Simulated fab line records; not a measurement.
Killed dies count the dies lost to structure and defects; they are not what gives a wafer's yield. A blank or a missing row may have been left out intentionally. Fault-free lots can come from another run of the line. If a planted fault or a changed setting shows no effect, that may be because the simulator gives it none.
fab line records ; flow nand_harc ; part 2 of 2: steps 36 to 45 of 45
record: lots: 5; wafers: 15; last_day: 32
route steps=1302 shown P_STI@100 P_GATE@110
lots untouched by any fault: they come from a run of this same line in which no faults occurred
start_h: hours from the record's opening day to when the first of the lot's shown wafers began ; wait_h: hours from the lot's prior step to this one ; " same as the row above ; L1.1+2: a row that stands for several wafers ; - no value, or no start given ; * or withheld: withheld ; < > ~ a bound
route shown NAME@n: NAME is a module with steps in the file, n the number in the route of the first one ; usual: mean/standard deviation taken from wafers without a fault ; same: alike in all rows ; chamber/n: place in a boat ; sites: the reading at each site ; _std_site: standard deviation of those values ; _edge_site: mean of outer sites minus mean of inner sites ; radius_mm: for every site, how far away it sits from the centre of the wafer ; mask NAME#n: copy n ; behind: tool/chamber where the wafer was last shaped ; hold: why the lot was held/for how many hours/how that ended ; device: which transistor (n, p or np) failed to switch ; end of line: the route-end tests of the same wafers ; step lacking rows: just its recipe ; killed: dies that structure and defects cost at the first sort, which is not the same as the wafer's yield ; map: a wafer's dies, x killed, . not, _ none there
set.NAME: the setting that was run; set.NAME@STEP: the one run at that earlier step ; model.NAME: the simulator's own value behind a step, which no gauge read
lots at some steps of the route; a table a step, a row a wafer
services: from which hour (start_h, from the record's first day; less than 0 if before it) a tool's chamber was out of use, for how many hours, and why
== steps ==
step: NHARC_P_GATE_SOFTBAKE_21
recipe: temp_c: 105; time_s: 55
lot.wafer;tool;chamber;start_h;wait_h
L077.2+3+6;litho_track-01;0;-;-
L079.1+3+4;litho_track-06;0;-;-
L087.2+4+6;litho_track-04;0;-;-
L089.1+2+4;litho_track-06;0;-;-
L093.2+3+5;litho_track-01;0;-;-
step: NHARC_P_GATE_EBR_22
lot.wafer;tool;chamber;start_h;wait_h
L077.2+3+6;litho_track-01;0;-;-
L079.1+3+4;litho_track-06;0;-;-
L087.2+4+6;litho_track-04;0;-;-
L089.1+2+4;litho_track-06;0;-;-
L093.2+3+5;litho_track-01;0;-;-
step: NHARC_P_GATE_EXPOSE_23
recipe: na: 1.35; target_cd_nm: 120; dose_mj: 93.91; mask_id: P_GATE
same: na: 1.35
lot.wafer;tool;chamber;start_h;wait_h;mask
L077.2+3+6;arfi_scanner-01;0;124.51;-;P_GATE#0
L079.1+3+4;arfi_scanner-03;0;147.63;-;P_GATE#0
L087.2+4+6;arfi_scanner-01;0;231.26;-;P_GATE#0
L089.1+2+4;arfi_scanner-03;0;242.32;-;P_GATE#0
L093.2+3+5;arfi_scanner-03;0;283.78;-;P_GATE#0
step: NHARC_P_GATE_PEB_24
recipe: peb_temp_c: 100; peb_time_s: 65
same: peb_time_s: 65
lot.wafer;tool;chamber;start_h;wait_h
L077.2+3+6;litho_track-04;0;124.57;0.1
L079.1+3+4;litho_track-01;0;147.69;0.1
L087.2+4+6;litho_track-06;0;231.32;0.1
L089.1+2+4;litho_track-01;0;242.38;0.1
L093.2+3+5;litho_track-06;0;283.84;0.1
step: NHARC_P_GATE_DEVELOP_25
recipe: develop_time_s: 35; dev_temp_c: 23
lot.wafer;tool;chamber;start_h;wait_h
L077.2+3+6;litho_track-04;0;-;-
L079.1+3+4;litho_track-01;0;-;-
L087.2+4+6;litho_track-06;0;-;-
L089.1+2+4;litho_track-01;0;-;-
L093.2+3+5;litho_track-06;0;-;-
step: NHARC_P_GATE_CD_MEAS_26
recipe: target_cd_nm: 120; landing_energy_ev: 500
usual: cd_nm: 119.8/0.54
lot.wafer;tool;chamber;start_h;wait_h;cd_nm
L077.2;cd_sem-03;0;124.65;-;120.0
L077.3;cd_sem-03;0;124.65;-;120.3
L077.6;cd_sem-03;0;124.65;-;120.2
L079.1;cd_sem-03;0;147.77;-;120.7
L079.3;cd_sem-03;0;147.77;-;120.4
L079.4;cd_sem-03;0;147.77;-;120.0
L087.2;cd_sem-01;0;231.40;-;119.4
L087.4;cd_sem-01;0;231.40;-;118.6
L087.6;cd_sem-01;0;231.40;-;119.5
L089.1;cd_sem-01;0;242.45;-;119.7
L089.2;cd_sem-01;0;242.45;-;119.1
L089.4;cd_sem-01;0;242.45;-;119.4
L093.2;cd_sem-02;0;283.92;-;120.5
L093.3;cd_sem-02;0;283.92;-;119.6
L093.5;cd_sem-02;0;283.92;-;119.5
step: NHARC_P_GATE_OVL_MEAS_27
usual: overlay_x_nm: 0.2/0.89; overlay_y_nm: 0.0/0.85
lot.wafer;tool;chamber;start_h;wait_h;overlay_x_nm;overlay_y_nm
L077.2;overlay-02;-;124.73;-;0.9;-1.7
L077.3;overlay-02;-;124.73;-;0.3;-1.2
L077.6;overlay-02;-;124.73;-;0.1;-1.0
L079.1;overlay-01;-;147.86;-;-0.5;0.8
L079.3;overlay-01;-;147.86;-;-0.5;0.0
L079.4;overlay-01;-;147.86;-;-0.2;0.0
L087.2;overlay-02;-;231.49;-;2.4;0.7
L087.4;overlay-02;-;231.49;-;2.2;0.7
L087.6;overlay-02;-;231.49;-;2.0;1.1
L089.1;overlay-01;-;242.54;-;-0.4;0.1
L089.2;overlay-01;-;242.54;-;-0.3;0.5
L089.4;overlay-01;-;242.54;-;-0.5;0.0
L093.2;overlay-01;-;284.01;-;0.7;0.9
L093.3;overlay-01;-;284.01;-;1.0;1.0
L093.5;overlay-01;-;284.01;-;1.2;0.8
step: NHARC_P_GATE_INSPECT_28
usual: raw_defect_count: 5.7/2.6
lot.wafer;tool;chamber;start_h;wait_h;raw_defect_count
L077.2;defect_inspect-02;-;124.77;0.0;5
L077.3;defect_inspect-02;-;124.77;0.0;3
L077.6;defect_inspect-02;-;124.77;0.0;1
L079.1;defect_inspect-02;-;147.89;0.0;2
L079.3;defect_inspect-02;-;147.89;0.0;6
L079.4;defect_inspect-02;-;147.89;0.0;2
L087.2;defect_inspect-02;-;231.56;0.1;5
L087.4;defect_inspect-02;-;231.56;0.1;8
L087.6;defect_inspect-02;-;231.56;0.1;5
L089.1;defect_inspect-02;-;242.58;0.0;6
L089.2;defect_inspect-02;-;242.58;0.0;11
L089.4;defect_inspect-02;-;242.58;0.0;5
L093.2;defect_inspect-02;-;284.04;0.0;6
L093.3;defect_inspect-02;-;284.04;0.0;8
L093.5;defect_inspect-02;-;284.04;0.0;6
step: NHARC_P_GATE_DESCUM_31
recipe: time_s: 3; o2_flow_sccm: 200; ar_flow_sccm: 0; bias_power_w: 0; chemistry: O2
usual: drypump_motor_current_A: 5.6/0.38; oes_product_au: 0.994/0.009; rf_vpp_V: 57.8/0.93; showerhead_plenum_p_Torr: 1.88/0.072; throttle_valve_pct: 11.312/0.009
lot.wafer;tool;chamber;start_h;wait_h;drypump_motor_current_A;oes_product_au;rf_hours_counter_h;rf_vpp_V;showerhead_plenum_p_Torr;throttle_valve_pct
L077.2;rie_diel-03;1;124.84;0.1;6.1;0.993;0;57.5;1.92;11.312
L077.3;rie_diel-03;3;124.84;0.1;6.1;1.006;0;57.4;1.82;11.322
L077.6;rie_diel-03;1;124.84;0.1;6.1;0.991;-;58.7;1.92;11.310
L079.3;rie_diel-03;0;147.96;0.1;5.5;0.996;2;57.3;1.95;11.300
L079.4;rie_diel-03;1;147.96;0.1;6.1;0.996;1;58.5;1.92;11.315
L079.1;rie_diel-03;2;147.96;0.1;5.9;1.002;1;57.4;1.94;11.316
L087.2;rie_diel-09;1;231.62;0.1;4.8;0.989;5;58.4;1.81;11.311
L087.4;rie_diel-09;3;231.62;0.1;5.7;0.991;5;56.6;1.87;11.302
L087.6;rie_diel-09;1;231.62;0.1;4.8;0.990;-;57.5;1.81;11.302
L089.1;rie_diel-09;0;242.64;0.1;5.9;1.003;5;57.0;1.98;11.300
L089.2;rie_diel-09;1;242.64;0.1;4.8;0.983;5;58.3;1.81;11.315
L089.4;rie_diel-09;3;242.64;0.1;5.7;0.995;5;57.4;1.87;11.299
L093.3;rie_diel-04;0;284.11;0.1;5.8;1.005;5;58.6;2.01;11.316
L093.2;rie_diel-04;2;284.11;0.1;5.3;0.982;4;58.6;1.82;11.317
L093.5;rie_diel-04;0;284.11;0.1;5.8;1.018;-;57.3;2.01;11.318
step: NHARC_P_GATE_ETCH_104
recipe: target_depth_a: 600; time_s: withheld; cf4_flow_sccm: 100; chf3_flow_sccm: 30; ar_flow_sccm: 0; rf_w: 500; bias_w: 200; chemistry: CF4/CHF3
usual: drypump_motor_current_A: 5.6/0.38; oes_product_au: 0.940/0.023; rf_vpp_V: 369.8/2; showerhead_plenum_p_Torr: 1.55/0.056; throttle_valve_pct: 16.802/0.0099
lot.wafer;tool;chamber;start_h;wait_h;drypump_motor_current_A;oes_product_au;rf_vpp_V;showerhead_plenum_p_Torr;throttle_valve_pct
L077.2;rie_diel-03;2;124.92;0.1;5.9;0.974;371.3;1.60;16.790
L077.3;rie_diel-03;3;124.92;0.1;6.1;0.978;367.9;1.50;16.806
L077.6;rie_diel-03;0;124.92;0.1;5.5;0.963;370.3;1.60;16.802
L079.4;rie_diel-03;2;148.04;0.1;6.0;0.975;371.1;1.60;16.782
L079.3;rie_diel-03;3;148.04;0.1;6.1;0.954;367.5;1.50;16.805
L079.1;rie_diel-03;1;148.04;0.1;6.1;0.956;370.4;1.58;16.808
L087.4;rie_diel-09;0;231.70;0.1;5.8;0.907;372.7;1.63;16.805
L087.2;rie_diel-09;1;231.70;0.1;4.8;0.908;368.4;1.49;16.809
L087.6;rie_diel-09;0;231.70;0.1;5.8;0.911;371.5;1.63;16.784
L089.1;rie_diel-09;1;242.73;0.1;4.8;0.915;366.4;1.49;16.807
L089.2;rie_diel-09;2;242.73;0.1;5.0;0.927;368.6;1.50;16.796
L089.4;rie_diel-09;3;242.73;0.1;5.7;0.921;369.7;1.54;16.799
L093.2;rie_diel-04;0;284.20;0.1;5.8;0.986;374.0;1.65;16.821
L093.3;rie_diel-04;1;284.20;0.1;5.6;0.969;369.7;1.50;16.807
L093.5;rie_diel-04;3;284.20;0.1;5.4;0.951;367.4;1.51;16.791
== services ==
tool;chamber;start_h;hours;kind
wet_bench-05;-;84.83;8.0;pm
litho_track-03;-;100.00;7.0;pm
rie_diel-03;-;104.30;9.0;pm
rie_diel-09;3;105.41;3.6;repair
rie_diel-09;-;143.10;9.0;pm
wet_bench-03;-;144.97;3.0;repair
litho_track-01;-;155.00;7.0;pm
cmp-03;-;162.00;4.0;pm
rie_diel-03;2;169.32;2.0;repair
wet_bench-09;-;176.80;8.0;pm
litho_track-06;-;179.00;7.0;pm
rie_diel-09;1;192.97;4.6;repair
wet_bench-06;-;193.62;8.0;pm
wet_bench-05;-;201.76;3.0;repair
litho_track-04;-;203.00;7.0;pm
wet_bench-03;-;210.40;8.0;pm
krf_scanner-03;-;224.00;4.0;pm
rie_diel-03;1;224.47;14.9;repair
litho_track-02;-;227.00;7.0;pm
wet_bench-02;-;244.00;8.0;pm
wet_bench-05;-;260.83;8.0;pm
rie_diel-03;3;263.48;7.2;repair
litho_track-03;-;275.00;7.0;pm
rie_diel-03;-;281.30;9.0;pm
